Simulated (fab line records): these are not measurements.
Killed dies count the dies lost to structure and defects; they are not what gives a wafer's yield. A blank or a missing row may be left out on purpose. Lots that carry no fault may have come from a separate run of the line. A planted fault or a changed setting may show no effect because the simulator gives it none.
Lot-split experiment + flow n5Finfet + on a route of 1938 steps: 7 lots, 21 wafers read

== SPLIT DETAILS ==
At N5_BEOL_M5_COAT_71 (time 60 s, resist thk 5 nm), the setting spinRpm was moved away from the recipe's 1500 rpm on 7 of the 21 wafers read, by -8.8% to +10.3%. All remaining wafers had this setting at the recipe value.

== FROM THE SPLIT TO THE READING: what the file shows between them, 3 steps ==
- N5_BEOL_M5_COAT_05: resist thk 30 nm
- N5_BEOL_M5_EBR_07
- N5_BEOL_M5_DESCUM_16: chemistry O2, time 7 s

== THE READING ==
etch.depthNm (the simulator's own value, which no gauge read), in nm, at N5_BEOL_M5_ETCH_72 (etches underlayer in N2/H2, target depth 6.5 nm, time 5.2 s). No usual value for it is given in the file. Average 5.006 nm, standard deviation 0.0082 nm, over the 14 wafers here run with the recipe.

| wafer  | tool, chamber at the split | spinRpm as run, rpm | against the recipe | etch.depthNm, nm | against lot-mates on the recipe |
|--------|----------------------------|---------------------|--------------------|------------------|---------------------------------|
| L077.2 | lithoTrack-05, 0           | 1500                | recipe             | 5.009            | -                               |
| L077.3 | lithoTrack-05, 0           | 1655                | +10.3%             | 4.759            | -0.244                          |
| L077.4 | lithoTrack-05, 0           | 1500                | recipe             | 4.997            | -                               |
| L076.1 | lithoTrack-03, 0           | 1500                | recipe             | 4.997            | -                               |
| L076.3 | lithoTrack-03, 0           | 1500                | recipe             | 5.002            | -                               |
| L076.5 | lithoTrack-03, 0           | 1500                | recipe             | 4.996            | -                               |
| L080.1 | lithoTrack-03, 0           | 1410                | -6.0%              | 5.157            | +0.151                          |
| L080.3 | lithoTrack-03, 0           | 1500                | recipe             | 5.006            | -                               |
| L080.6 | lithoTrack-03, 0           | 1410                | -6.0%              | 5.173            | +0.167                          |
| L085.1 | lithoTrack-05, 0           | 1500                | recipe             | 5.005            | -                               |
| L085.3 | lithoTrack-05, 0           | 1500                | recipe             | 5.016            | -                               |
| L085.6 | lithoTrack-05, 0           | 1500                | recipe             | 4.999            | -                               |
| L088.2 | lithoTrack-05, 0           | 1500                | recipe             | 5.011            | -                               |
| L088.4 | lithoTrack-05, 0           | 1500                | recipe             | 5.022            | -                               |
| L088.6 | lithoTrack-05, 0           | 1500                | recipe             | 5.02             | -                               |
| L093.3 | lithoTrack-04, 0           | 1500                | recipe             | 5                | -                               |
| L093.4 | lithoTrack-04, 0           | 1368                | -8.8%              | 5.239            | +0.239                          |
| L093.6 | lithoTrack-04, 0           | 1368                | -8.8%              | 5.24             | +0.240                          |
| L095.1 | lithoTrack-05, 0           | 1626                | +8.4%              | 4.807            | -0.200                          |
| L095.2 | lithoTrack-05, 0           | 1500                | recipe             | 5.007            | -                               |
| L095.4 | lithoTrack-05, 0           | 1626                | +8.4%              | 4.824            | -0.183                          |

THE FIT
A straight line over all 21 wafers: etch.depthNm changes by -0.0248 nm for each +1% of spinRpm; r = -1.00; the points scatter about the line by 0.011 nm.
The same after taking each lot's own level away (the mean of its wafers on the recipe; 21 wafers): -0.025 nm for each +1%; r = -1.00; scatter 0.0098 nm.
The reading moves by 0.26 nm for the largest change in spinRpm, on that fit.
The lots' own levels span 4.9983 to 5.0177 nm, that is 2.3 times the standard deviation above.
The two slopes agree, so the slope changes little with the lot-to-lot level.
Check: -0.256 nm against its lot-mates is what the line predicts for one of the wafers moved furthest among these (+10.3%) when that wafer is left out of the fit. It came out at -0.244 nm against them.

== THESE WAFERS: OTHER SPLITS ==
Before the reading, these wafers also passed through other splits. Each is held against what the fit with the lots' levels taken away leaves over:
| other split on the same wafers           | wafers away from the commonest value | r with etch.depthNm (lot level and that fit taken away) |
|------------------------------------------|--------------------------------------|---------------------------------------------------------|
| N5_BEOL_M0_SAQP_SPACER1_ALD_98 aldCycles | 7                                    | +0.28                                                   |
| N5_BEOL_M0_TRENCH_ETCH_107 targetDepthA  | 8                                    | +0.51                                                   |
| N5_BEOL_M2_EXPOSE_25 doseMj              | 8                                    | -0.19                                                   |
| N5_BEOL_M3_HM_DEP_02 targetThkA          | 6                                    | -0.19                                                   |
| N5_BEOL_M3_COAT_05 spinRpm               | 7                                    | -0.10                                                   |
| N5_BEOL_M3_ETCH_70 sourceW               | 8                                    | -0.04                                                   |

== FILE'S OWN FIT ==
etch.depthNm changes by -0.0247 nm for each +1% of spinRpm, r = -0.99.
